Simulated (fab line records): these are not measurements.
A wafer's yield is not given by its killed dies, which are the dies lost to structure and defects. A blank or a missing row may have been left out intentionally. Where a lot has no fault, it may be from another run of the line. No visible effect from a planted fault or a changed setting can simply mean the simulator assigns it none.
fab line records	flow nandHarc
record lots=24	wafers=72	lastDay=25
route steps=1159 shown P_M0@283 P_M2@329
lots untouched by any fault: they come from a run of this same line in which no faults occurred
startH: start of the lot's first displayed wafer, in hours after the record's first day	waitH: hours elapsed since this lot's preceding step	" same as the row above	L1.1+2: a row that stands for several wafers	- either no value or no given start	* or withheld: withheld	< > ~ a bound
route shown NAME@n: a module of which the file shows steps, and the number in the route of the first	usual: mean and standard deviation over wafers with no fault	same: alike in all rows	chamber/n: place in a boat	sites: readings site by site	_std_site: standard deviation of those values	_edge_site: inner sites' mean taken away from outer sites' mean	radiusMm: how far each site lies from the wafer's centre	mask NAME#n: copy n	behind: tool/chamber where the wafer was last shaped	hold: reason for holding the lot/hours on hold/outcome of the hold	device: which transistor (n, p or np) failed to switch	end of line: the same wafers' tests at the end of the route	a step given without rows: its recipe and nothing more	killed: not the wafer's yield, but the dies lost to structure and defects at the first sort	map: a wafer's dies, x killed, . not, _ none there
set.NAME: the setting as run; set.NAME@STEP: as run at that earlier step	model.NAME: the simulator's own value behind a step, which no gauge read
one table for each step of the route and one row for each wafer, over a sample of lots
services: a tool's chamber out of use, with start hour (startH, from the record's first day; less than 0 if before it), hours out, and reason
## steps
# step NHARC_P_M0_PRE_CLEAN_31
# recipe timeS=12	tempC=370	rfPowerW=300	gas=NH3
# usual heaterPowerOuterW=363/56	heaterPowerW=633/64	susceptorTempC=370.02/0.21
lot.wafer	tool	chamber	startH	waitH	heaterPowerOuterW	heaterPowerW	susceptorTempC
L074.3	pecvd-02	1	128.42	0.1	468	785	370.22
L074.1	"	2	"	"	344	625	369.99
L074.4	"	0	"	"	395	635	369.75
L076.2	pecvd-01	2	132.29	0.1	394	634	370.38
L076.1	"	0	"	"	472	736	369.87
L076.5	"	0	"	"	451	736	370.26
L075.2	pecvd-02	1	132.59	0.1	411	695	370.11
L075.6	"	1	"	"	402	668	370.12
L075.5	"	2	"	"	340	624	370.13
L077.1	pecvd-01	1	137.49	0.1	382	666	370.01
L077.5	"	0	"	"	399	650	370.22
L077.6	"	1	"	"	387	680	370.08
L078.1	pecvd-03	1	146.54	0.3	318	587	370.22
L078.5	"	2	"	"	319	603	369.85
L078.4	"	0	"	"	395	709	369.82
L079.3	pecvd-03	0	146.97	0.1	358	652	369.79
L079.1	"	1	"	"	297	549	369.66
L079.5	"	2	"	"	340	639	369.83
L081.2	pecvd-01	0	153.19	0.1	421	636	370.39
L081.1	"	1	"	"	392	650	370.28
L081.4	"	0	"	"	400	667	370.33
L080.5	pecvd-03	2	153.48	0.1	298	582	369.58
L080.4	"	0	"	"	377	681	369.93
L080.6	"	1	"	"	285	544	369.74
L083.1	pecvd-02	2	174.97	0.1	264	519	370.17
L083.4	"	0	"	"	341	556	370.20
L083.5	"	1	"	"	434	709	369.48
L082.2	pecvd-02	1	175.71	0.3	493	761	370.18
L082.6	"	2	"	"	306	590	369.88
L082.5	"	1	"	"	478	756	369.97
L085.3	pecvd-02	2	177.58	0.1	326	610	369.90
L085.2	"	0	"	"	412	664	369.96
L085.6	"	0	"	"	414	656	369.85
L084.1	pecvd-03	2	178.80	0.1	269	555	369.96
L084.3	"	1	"	"	319	575	369.91
L084.6	"	0	"	"	330	640	370.07
L086.2	pecvd-02	0	195.30	0.1	332	536	369.90
L086.3	"	2	"	"	293	560	370.31
L086.4	"	1	"	"	419	686	370.07
L087.2	pecvd-02	1	196.17	0.4	400	650	370.29
L087.5	"	1	"	"	400	652	369.95
L087.4	"	2	"	"	334	620	369.88
L088.3	pecvd-03	2	204.44	0.5	328	632	369.74
L088.5	"	1	"	"	290	534	369.93
L088.6	"	0	"	"	334	665	370.00
L089.1	pecvd-02	2	213.65	0.1	289	568	370.10
L089.6	"	2	"	"	286	566	370.14
L089.4	"	0	"	"	387	613	369.67
L090.1	pecvd-01	2	214.33	0.1	367	581	370.22
L090.3	"	0	"	"	462	744	369.89
L090.6	"	2	"	"	365	609	370.31
L091.5	pecvd-02	1	226.72	0.1	448	717	369.76
L091.6	"	2	"	"	325	621	370.26
L091.4	"	0	"	"	415	655	370.33
L092.2	pecvd-01	2	234.55	0.3	382	610	370.19
L092.6	"	0	"	"	467	737	370.10
L092.5	"	1	"	"	351	646	369.96
L093.3	pecvd-03	1	234.69	0.1	301	557	369.79
L093.1	"	2	"	"	306	576	369.89
L093.5	"	2	"	"	291	587	370.14
L094.2	pecvd-03	1	237.81	0.1	320	587	370.07
L094.3	"	0	"	"	358	677	369.93
L094.4	"	1	"	"	322	580	369.84
L095.1	pecvd-02	1	243.54	0.1	473	740	369.66
L095.2	"	2	"	"	326	605	370.14
L095.6	"	0	"	"	348	581	370.02
L096.6	pecvd-03	0	249.37	0.1	368	699	370.10
L096.5	"	1	"	"	318	583	369.75
L096.4	"	2	"	"	328	615	369.97
L097.2	pecvd-02	2	267.10	0.1	299	565	369.86
L097.5	"	0	"	"	342	553	369.74
L097.6	"	2	"	"	304	579	369.83
# step NHARC_P_M2_OVL_MEAS_10
# recipe pitchNm=340
# usual overlayXNm=0.2/0.79	overlayYNm=0.2/0.89
lot.wafer	tool	chamber	startH	waitH	overlayXNm	overlayYNm
L074.1	overlay-02	-	134.34	-	-0.7	0.4
L074.3	"	-	"	"	-1.3	0.9
L074.4	"	-	"	"	-1.2	1.2
L076.1	overlay-02	-	137.79	-	-0.1	1.9
L076.2	"	-	"	"	-0.3	2.1
L076.5	"	-	"	"	-0.3	1.3
L075.2	overlay-01	-	138.59	-	0.7	-0.3
L075.5	"	-	"	"	0.0	0.0
L075.6	"	-	"	"	0.0	-0.4
L077.1	overlay-02	-	142.93	-	0.3	1.1
L077.5	"	-	"	"	-0.3	-0.1
L077.6	"	-	"	"	0.0	0.2
L078.1	overlay-01	-	151.95	-	0.7	0.3
L078.4	"	-	"	"	0.8	0.2
L078.5	"	-	"	"	-0.1	0.3
L079.1	overlay-02	-	152.53	-	0.2	0.9
L079.3	"	-	"	"	-0.9	0.4
L079.5	"	-	"	"	-0.2	0.8
L081.1	overlay-02	-	159.65	-	0.1	-1.0
L081.2	"	-	"	"	-0.2	-1.1
L081.4	"	-	"	"	0.5	-1.8
L080.4	overlay-01	-	159.81	-	0.9	1.4
L080.5	"	-	"	"	1.0	1.0
L080.6	"	-	"	"	1.3	0.5
L083.1	overlay-02	-	180.52	-	-0.9	-0.4
L083.4	"	-	"	"	-1.0	0.1
L083.5	"	-	"	"	-1.2	-0.3
L082.2	overlay-02	-	181.34	-	-1.0	-1.0
L082.5	"	-	"	"	-0.7	-1.0
L082.6	"	-	"	"	-0.4	-1.7
L085.2	overlay-02	-	183.04	-	-0.2	0.0
L085.3	"	-	"	"	0.0	0.0
L085.6	"	-	"	"	0.0	0.0
L084.1	overlay-02	-	184.70	-	0.0	0.8
L084.3	"	-	"	"	-0.6	1.1
L084.6	"	-	"	"	-0.7	0.5
L086.2	overlay-02	-	200.72	-	-0.3	0.1
L086.3	"	-	"	"	0.2	-0.4
L086.4	"	-	"	"	-0.2	0.6
L087.2	overlay-02	-	201.76	-	0.1	1.5
L087.4	"	-	"	"	-0.1	1.7
L087.5	"	-	"	"	0.0	0.9
L088.3	overlay-01	-	210.09	-	1.3	-1.6
L088.5	"	-	"	"	1.2	-1.5
L088.6	"	-	"	"	1.3	-1.3
L089.1	overlay-01	-	219.24	-	0.4	0.9
L089.4	"	-	"	"	0.6	0.5
L089.6	"	-	"	"	1.3	0.1
L090.1	overlay-02	-	219.91	-	1.0	0.3
L090.3	"	-	"	"	0.7	0.9
L090.6	"	-	"	"	-0.1	0.0
L091.4	overlay-02	-	232.36	-	1.7	1.3
L091.5	"	-	"	"	1.8	0.6
L091.6	"	-	"	"	1.9	0.8
L092.2	overlay-01	-	240.34	-	-0.1	-0.1
L092.5	"	-	"	"	-0.1	0.2
L092.6	"	-	"	"	-0.8	0.0
L093.1	overlay-02	-	240.65	-	0.4	1.1
L093.3	"	-	"	"	0.4	0.8
L093.5	"	-	"	"	0.4	1.1
L094.2	overlay-02	-	243.36	-	-0.1	0.8
L094.3	"	-	"	"	-0.3	0.9
L094.4	"	-	"	"	-0.6	1.0
L095.1	overlay-01	-	248.97	-	0.2	-0.6
L095.2	"	-	"	"	0.1	-0.2
L095.6	"	-	"	"	-0.1	-0.1
L096.4	overlay-01	-	254.70	-	1.7	-1.1
L096.5	"	-	"	"	1.6	-0.9
L096.6	"	-	"	"	1.8	-1.5
L097.2	overlay-02	-	272.70	-	0.7	0.6
L097.5	"	-	"	"	0.8	0.4
L097.6	"	-	"	"	0.5	0.7
# step NHARC_P_M2_ETCH_35
# recipe targetDepthA=400	overetchA=120	timeS=43.94	ionEnergyEv=200	n2FlowSccm=150	h2FlowSccm=150	arFlowSccm=0	rfW=400	biasW=150	chemistry=N2/H2
# usual drypumpMotorCurrentA=6.0/0.59	oesProductAu=0.999/0.012	rfVppV=430.6/2.5	showerheadPlenumPTorr=2.05/0.092	throttleValvePct=14.173/0.0092
lot.wafer	tool	chamber	startH	waitH	drypumpMotorCurrentA	oesProductAu	rfHoursCounterH	rfVppV	showerheadPlenumPTorr	throttleValvePct
L074.1	rieDiel-09	2	134.53	0.1	4.9	0.992	2	432.8	2.16	14.168
L074.3	"	3	"	"	6.6	0.990	2	427.1	1.90	14.174
L074.4	"	1	"	"	5.7	1.007	2	429.0	2.04	14.175
L076.2	rieDiel-09	0	137.97	0.1	6.4	1.011	2	432.8	2.11	14.163
L076.1	"	1	"	"	5.8	1.023	2	431.0	2.04	14.162
L076.5	"	0	"	"	6.4	0.999	-	432.5	2.11	14.183
L075.2	rieDiel-10	3	138.78	0.1	5.2	0.997	52	428.5	1.97	14.177
L075.5	"	3	"	"	5.2	1.002	-	428.6	1.97	14.188
L075.6	"	0	"	"	5.4	1.002	-	434.1	2.13	14.176
L077.1	rieDiel-03	1	143.13	0.1	5.7	0.997	20	429.2	1.94	14.191
L077.5	"	3	"	"	5.8	0.989	-	432.6	2.07	14.165
L077.6	"	0	"	"	6.4	0.995	-	431.1	2.01	14.183
L078.1	rieDiel-09	1	152.15	0.1	5.8	1.026	3	429.2	2.04	14.182
L078.5	"	0	"	"	6.4	1.004	-	432.2	2.11	14.177
L078.4	"	1	"	"	5.7	1.024	-	429.3	2.04	14.173
L079.1	rieDiel-09	1	152.86	0.2	5.7	1.011	3	429.7	2.04	14.186
L079.3	"	0	"	"	6.4	0.991	3	433.2	2.12	14.172
L079.5	"	1	"	"	5.7	1.005	-	429.9	2.04	14.182
L081.1	rieDiel-09	3	159.85	0.1	6.6	0.990	3	425.8	1.90	14.168
L081.2	"	0	"	"	6.4	1.000	3	432.3	2.11	14.177
L081.4	"	1	"	"	5.7	1.007	-	430.7	2.04	14.163
L080.6	rieDiel-09	3	160.06	0.1	6.6	1.008	-	426.4	1.90	14.172
L080.4	"	0	"	"	6.4	1.003	-	431.7	2.11	14.183
L080.5	"	1	"	"	5.7	1.027	-	430.7	2.04	14.166
L083.4	rieDiel-03	3	180.71	0.1	5.8	0.989	25	430.8	2.07	14.173
L083.1	"	1	"	"	5.7	0.997	27	428.1	1.94	14.174
L083.5	"	2	"	"	5.6	0.986	-	435.1	2.19	14.173
L082.2	rieDiel-09	0	181.52	0.1	6.4	1.002	4	432.9	2.11	14.167
L082.5	"	0	"	"	6.4	0.995	-	433.7	2.11	14.173
L082.6	"	1	"	"	5.7	1.022	-	429.7	2.04	14.165
L085.3	rieDiel-09	0	183.22	0.1	6.4	0.992	4	430.5	2.11	14.188
L085.2	"	1	"	"	5.7	1.026	4	429.6	2.04	14.160
L085.6	"	1	"	"	5.7	1.011	-	431.0	2.04	14.184
L084.1	rieDiel-09	0	184.89	0.1	6.4	1.004	4	433.3	2.11	14.156
L084.3	"	1	"	"	5.7	1.030	5	430.0	2.04	14.148
L084.6	"	1	"	"	5.7	1.025	-	430.0	2.04	14.176
L086.2	rieDiel-09	0	200.91	0.1	6.4	0.979	5	432.3	2.11	14.190
L086.3	"	1	"	"	5.7	1.007	5	430.5	2.04	14.177
L086.4	"	2	"	"	4.9	0.981	3	434.2	2.16	14.171
L087.4	rieDiel-09	3	201.94	0.1	6.6	0.997	5	429.4	1.90	14.185
L087.2	"	1	"	"	5.7	1.015	5	430.8	2.04	14.170
L087.5	"	3	"	"	6.6	0.997	-	427.6	1.90	14.175
L088.3	rieDiel-10	0	210.28	0.1	5.5	1.001	10	432.5	2.12	14.181
L088.5	"	2	"	"	6.2	1.015	-	432.7	2.10	14.184
L088.6	"	3	"	"	5.2	0.993	-	429.0	1.96	14.176
L089.4	rieDiel-09	3	219.43	0.1	6.6	0.995	5	427.9	1.90	14.179
L089.1	"	0	"	"	6.4	0.989	6	430.4	2.11	14.168
L089.6	"	2	"	"	4.9	0.993	-	434.1	2.16	14.162
L090.3	rieDiel-09	3	220.09	0.1	6.6	0.990	6	426.4	1.90	14.168
L090.1	"	0	"	"	6.4	0.994	6	431.5	2.11	14.167
L090.6	"	3	"	"	6.6	1.009	-	426.9	1.90	14.173
L091.4	rieDiel-09	1	232.54	0.1	5.7	1.013	6	430.8	2.04	14.159
L091.5	"	1	"	"	5.7	1.021	-	429.9	2.04	14.150
L091.6	"	2	"	"	4.9	0.984	-	433.1	2.16	14.158
L092.2	rieDiel-09	3	240.52	0.1	6.6	0.999	6	425.7	1.90	14.163
L092.6	"	3	"	"	6.6	0.992	-	427.0	1.90	14.174
L092.5	"	0	"	"	6.4	0.988	-	432.7	2.11	14.179
L093.1	rieDiel-09	3	240.89	0.1	6.6	1.004	6	426.6	1.90	14.165
L093.3	"	0	"	"	6.4	0.983	7	433.1	2.11	14.176
L093.5	"	3	"	"	6.6	1.001	-	427.4	1.90	14.182
L094.4	rieDiel-09	1	243.54	0.1	5.7	1.018	7	430.5	2.04	14.171
L094.2	"	3	"	"	6.6	0.986	6	427.3	1.90	14.180
L094.3	"	0	"	"	6.4	0.992	7	432.1	2.11	14.177
L095.2	rieDiel-09	0	249.17	0.1	6.4	0.986	7	434.1	2.11	14.181
L095.1	"	1	"	"	5.7	1.020	7	430.8	2.04	14.175
L095.6	"	2	"	"	4.9	0.983	-	432.6	2.16	14.172
L096.4	rieDiel-03	2	254.90	0.1	5.6	0.986	5	435.3	2.19	14.171
L096.5	"	3	"	"	5.8	1.000	-	430.1	2.06	14.177
L096.6	"	0	"	"	6.4	1.003	-	430.0	2.00	14.168
L097.2	rieDiel-10	0	272.89	0.1	5.4	1.005	35	431.8	2.11	14.162
L097.6	"	1	"	"	6.7	0.994	-	430.0	1.97	14.172
L097.5	"	2	"	"	6.2	1.012	-	432.0	2.09	14.178
# step NHARC_P_M2_PVD_21
# recipe targetThkA=300	chamberPressurePa=5	powerW=5000	substrateTempC=30	timeS=20.49	material=Cu
# usual chamberPressurePa=4.998/0.0098	throttleValvePct=30.2/1.1
lot.wafer	tool	chamber	startH	waitH	chamberPressurePa	throttleValvePct
L074.3	pvdSputter-01	-	-	-	4.999	31.1
L074.1	"	-	"	"	4.995	29.2
L074.4	"	-	"	"	4.992	31.5
L076.1	pvdSputter-01	-	-	-	4.992	31.0
L076.2	"	-	"	"	5.006	31.4
L076.5	"	-	"	"	4.999	29.0
L075.2	pvdSputter-02	-	-	-	5.013	30.3
L075.6	"	-	"	"	4.993	30.5
L075.5	"	-	"	"	4.990	31.3
L077.1	pvdSputter-03	-	-	-	5.007	32.1
L077.6	"	-	"	"	5.006	32.1
L077.5	"	-	"	"	4.974	30.2
L078.4	pvdSputter-03	-	-	-	4.988	29.4
L078.1	"	-	"	"	4.999	32.2
L078.5	"	-	"	"	4.997	30.1
L079.1	pvdSputter-01	-	-	-	5.003	31.8
L079.3	"	-	"	"	5.007	30.9
L079.5	"	-	"	"	4.995	29.9
L081.1	pvdSputter-03	-	-	-	4.972	28.8
L081.2	"	-	"	"	4.986	29.6
L081.4	"	-	"	"	5.003	32.0
L080.4	pvdSputter-02	-	-	-	4.995	29.1
L080.6	"	-	"	"	5.003	31.1
L080.5	"	-	"	"	5.006	30.5
L083.4	pvdSputter-01	-	-	-	5.002	29.7
L083.1	"	-	"	"	4.992	28.3
L083.5	"	-	"	"	4.995	30.1
L082.2	pvdSputter-03	-	-	-	4.993	32.3
L082.6	"	-	"	"	4.993	28.5
L082.5	"	-	"	"	5.010	29.8
L085.2	pvdSputter-01	-	-	-	5.004	31.4
L085.3	"	-	"	"	4.998	29.6
L085.6	"	-	"	"	5.007	31.3
L084.1	pvdSputter-01	-	-	-	5.011	29.7
L084.3	"	-	"	"	4.992	30.2
L084.6	"	-	"	"	5.001	30.3
L086.2	pvdSputter-03	-	-	-	5.000	29.8
L086.4	"	-	"	"	4.999	32.1
L086.3	"	-	"	"	5.000	30.0
L087.2	pvdSputter-01	-	-	-	4.998	31.1
L087.4	"	-	"	"	5.003	30.0
L087.5	"	-	"	"	5.010	28.2
L088.3	pvdSputter-03	-	-	-	4.997	29.7
L088.5	"	-	"	"	4.999	29.6
L088.6	"	-	"	"	4.997	32.2
L089.4	pvdSputter-03	-	-	-	5.007	28.8
L089.1	"	-	"	"	4.995	30.3
L089.6	"	-	"	"	5.000	28.3
L090.3	pvdSputter-01	-	-	-	5.013	28.4
L090.1	"	-	"	"	5.012	30.3
L090.6	"	-	"	"	5.015	28.2
L091.4	pvdSputter-02	-	-	-	5.005	31.4
L091.5	"	-	"	"	4.996	31.3
L091.6	"	-	"	"	5.007	30.8
L092.2	pvdSputter-02	-	-	-	5.005	30.9
L092.6	"	-	"	"	4.996	30.9
L092.5	"	-	"	"	5.004	28.3
L093.3	pvdSputter-02	-	-	-	5.005	31.2
L093.1	"	-	"	"	4.982	30.6
L093.5	"	-	"	"	5.021	28.5
L094.2	pvdSputter-02	-	-	-	4.989	28.4
L094.4	"	-	"	"	5.025	30.7
L094.3	"	-	"	"	4.990	31.3
L095.1	pvdSputter-01	-	-	-	4.991	31.1
L095.2	"	-	"	"	5.001	28.4
L095.6	"	-	"	"	4.994	29.7
L096.4	pvdSputter-01	-	-	-	5.001	30.0
L096.5	"	-	"	"	4.998	30.4
L096.6	"	-	"	"	4.985	28.3
L097.2	pvdSputter-02	-	-	-	4.989	30.7
L097.5	"	-	"	"	4.996	31.2
L097.6	"	-	"	"	4.984	31.1
# step NHARC_P_M2_ANNEAL_31
# recipe tempC=225	timeS=90
# usual annealTempC=224.99/0.16	wafer_temp_C_max=226.4/0.34
lot.wafer	tool	chamber	startH	waitH	annealTempC	wafer_temp_C_max
L074.1	rtpAnneal-02	0	136.26	0.3	224.93	226.3
L074.3	"	0	"	"	225.13	226.3
L074.4	"	0	"	"	225.11	226.1
L076.1	rtpAnneal-02	0	139.78	0.3	224.98	226.5
L076.2	"	0	"	"	224.90	226.0
L076.5	"	0	"	"	224.90	226.2
L075.2	rtpAnneal-02	0	140.50	-	224.73	226.0
L075.5	"	0	"	"	225.24	225.8
L075.6	"	0	"	"	224.81	226.1
L077.1	rtpAnneal-01	0	144.80	0.3	224.88	226.4
L077.5	"	0	"	"	224.95	226.6
L077.6	"	0	"	"	224.90	226.5
L078.1	rtpAnneal-02	0	153.97	0.3	224.92	226.0
L078.4	"	0	"	"	224.95	226.0
L078.5	"	0	"	"	225.00	226.5
L079.1	rtpAnneal-02	0	154.73	-	225.33	226.4
L079.3	"	0	"	"	225.08	226.4
L079.5	"	0	"	"	225.01	226.3
L081.1	rtpAnneal-01	0	161.75	-	225.23	226.6
L081.2	"	0	"	"	225.07	227.1
L081.4	"	0	"	"	225.14	226.5
L080.4	rtpAnneal-02	0	161.90	0.4	225.02	226.1
L080.5	"	0	"	"	224.93	226.5
L080.6	"	0	"	"	225.12	225.7
L083.1	rtpAnneal-02	0	182.72	0.3	225.28	225.9
L083.4	"	0	"	"	225.10	226.3
L083.5	"	0	"	"	225.17	226.1
L082.2	rtpAnneal-01	0	183.24	0.4	225.13	226.8
L082.5	"	0	"	"	225.28	226.1
L082.6	"	0	"	"	225.20	226.7
L085.2	rtpAnneal-02	0	185.35	0.3	225.07	225.6
L085.3	"	0	"	"	224.91	225.9
L085.6	"	0	"	"	224.83	226.1
L084.1	rtpAnneal-02	0	186.60	0.3	224.63	226.2
L084.3	"	0	"	"	224.93	226.0
L084.6	"	0	"	"	224.75	226.5
L086.2	rtpAnneal-01	0	202.63	-	224.77	226.3
L086.3	"	0	"	"	224.70	226.6
L086.4	"	0	"	"	224.88	226.1
L087.2	rtpAnneal-02	0	203.66	0.4	224.59	226.1
L087.4	"	0	"	"	224.89	226.2
L087.5	"	0	"	"	224.84	226.1
L088.3	rtpAnneal-01	0	212.12	-	224.95	226.5
L088.5	"	0	"	"	225.17	226.5
L088.6	"	0	"	"	224.89	227.0
L089.1	rtpAnneal-01	0	221.12	0.3	224.88	227.3
L089.4	"	0	"	"	225.39	226.7
L089.6	"	0	"	"	224.94	226.4
L090.1	rtpAnneal-02	0	221.78	-	224.90	226.4
L090.3	"	0	"	"	224.82	226.5
L090.6	"	0	"	"	224.94	226.8
L091.4	rtpAnneal-02	0	234.56	0.4	225.21	226.3
L091.5	"	0	"	"	225.24	226.6
L091.6	"	0	"	"	225.18	226.5
L092.2	rtpAnneal-01	0	242.49	0.4	225.07	226.3
L092.5	"	0	"	"	224.96	227.2
L092.6	"	0	"	"	225.01	226.5
L093.1	rtpAnneal-01	0	242.75	0.4	224.81	226.1
L093.3	"	0	"	"	224.79	226.4
L093.5	"	0	"	"	224.72	226.7
L094.2	rtpAnneal-01	0	245.27	-	224.91	227.2
L094.3	"	0	"	"	224.90	226.4
L094.4	"	0	"	"	224.98	226.7
L095.1	rtpAnneal-01	0	250.84	-	225.12	227.0
L095.2	"	0	"	"	225.08	226.4
L095.6	"	0	"	"	224.99	226.6
L096.4	rtpAnneal-01	0	257.26	-	224.88	226.9
L096.5	"	0	"	"	224.87	227.2
L096.6	"	0	"	"	224.84	226.9
L097.2	rtpAnneal-01	0	274.62	-	225.03	226.8
L097.5	"	0	"	"	225.03	226.3
L097.6	"	0	"	"	225.02	226.6
# step NHARC_P_M2_THK_MEAS_24
# recipe thkMeasGauge=xrf
# usual thkNm=144.4/1.6
lot.wafer	tool	chamber	startH	waitH	thkNm
L074.1	filmMetro-02	-	136.94	-	143.9
L074.3	"	-	"	"	143.9
L074.4	"	-	"	"	140.9
L076.1	filmMetro-02	-	140.44	-	145.7
L076.2	"	-	"	"	142.3
L076.5	"	-	"	"	143.3
L075.2	filmMetro-02	-	141.11	-	144.0
L075.5	"	-	"	"	144.9
L075.6	"	-	"	"	143.5
L077.1	filmMetro-01	-	145.55	-	143.2
L077.5	"	-	"	"	143.9
L077.6	"	-	"	"	145.9
L078.1	filmMetro-01	-	154.63	-	146.9
L078.4	"	-	"	"	144.8
L078.5	"	-	"	"	145.1
L079.1	filmMetro-02	-	155.39	-	146.1
L079.3	"	-	"	"	148.7
L079.5	"	-	"	"	145.2
L081.1	filmMetro-02	-	162.41	-	144.0
L081.2	"	-	"	"	144.6
L081.4	"	-	"	"	143.5
L080.4	filmMetro-01	-	162.41	-	142.9
L080.5	"	-	"	"	141.5
L080.6	"	-	"	"	142.7
L083.1	filmMetro-01	-	183.38	-	145.5
L083.4	"	-	"	"	144.1
L083.5	"	-	"	"	144.9
L082.2	filmMetro-02	-	183.86	-	145.2
L082.5	"	-	"	"	143.5
L082.6	"	-	"	"	142.4
L085.2	filmMetro-01	-	185.96	-	143.8
L085.3	"	-	"	"	145.4
L085.6	"	-	"	"	142.5
L084.1	filmMetro-02	-	187.25	-	147.0
L084.3	"	-	"	"	146.9
L084.6	"	-	"	"	146.4
L086.2	filmMetro-02	-	203.24	-	145.5
L086.3	"	-	"	"	143.7
L086.4	"	-	"	"	147.2
L087.2	filmMetro-01	-	204.27	-	141.3
L087.4	"	-	"	"	144.7
L087.5	"	-	"	"	143.0
L088.3	filmMetro-01	-	212.67	-	147.3
L088.5	"	-	"	"	144.9
L088.6	"	-	"	"	144.7
L089.1	filmMetro-02	-	221.78	-	143.5
L089.4	"	-	"	"	144.1
L089.6	"	-	"	"	144.9
L090.1	filmMetro-01	-	222.44	-	142.8
L090.3	"	-	"	"	143.5
L090.6	"	-	"	"	146.3
L091.4	filmMetro-02	-	235.07	-	143.7
L091.5	"	-	"	"	146.7
L091.6	"	-	"	"	144.8
L092.2	filmMetro-01	-	243.10	-	140.4
L092.5	"	-	"	"	145.0
L092.6	"	-	"	"	143.2
L093.1	filmMetro-02	-	243.42	-	143.4
L093.3	"	-	"	"	143.9
L093.5	"	-	"	"	145.5
L094.2	filmMetro-01	-	245.88	-	144.1
L094.3	"	-	"	"	140.5
L094.4	"	-	"	"	142.7
L095.1	filmMetro-02	-	251.50	-	141.6
L095.2	"	-	"	"	143.7
L095.6	"	-	"	"	144.2
L096.4	filmMetro-01	-	257.77	-	146.7
L096.5	"	-	"	"	142.7
L096.6	"	-	"	"	143.7
L097.2	filmMetro-02	-	275.23	-	143.5
L097.5	"	-	"	"	145.5
L097.6	"	-	"	"	143.7
## services
tool	chamber	startH	hours	kind
rieDiel-09	0	110.65	-	clean
rieDiel-09	1	110.65	-	clean
rieDiel-09	2	110.65	-	clean
rieDiel-09	3	110.65	-	clean
pecvd-03	-	111.02	13.0	pm
pvdSputter-03	-	130.64	9.9	repair
rieDiel-09	0	135.17	-	clean
rieDiel-09	1	135.17	-	clean
rieDiel-09	2	144.04	23.7	repair
pecvd-02	-	153.00	13.0	pm
pvdSputter-01	-	158.00	10.0	pm
pvdSputter-03	-	169.42	2.5	repair
rieDiel-03	-	169.72	0.3	repair
rieDiel-10	-	176.50	9.0	pm
pvdSputter-02	-	181.17	4.7	repair
rieDiel-10	-	189.74	0.2	repair
rieDiel-03	3	197.18	19.8	repair
pvdSputter-02	-	214.00	10.0	pm
rieDiel-03	-	215.30	9.0	pm
pecvd-01	-	237.33	13.0	pm
pvdSputter-01	-	252.47	1.9	repair
rieDiel-09	-	254.13	9.0	pm
pecvd-01	1	256.58	26.1	repair
pvdSputter-01	-	273.56	2.2	repair
## key
fault none
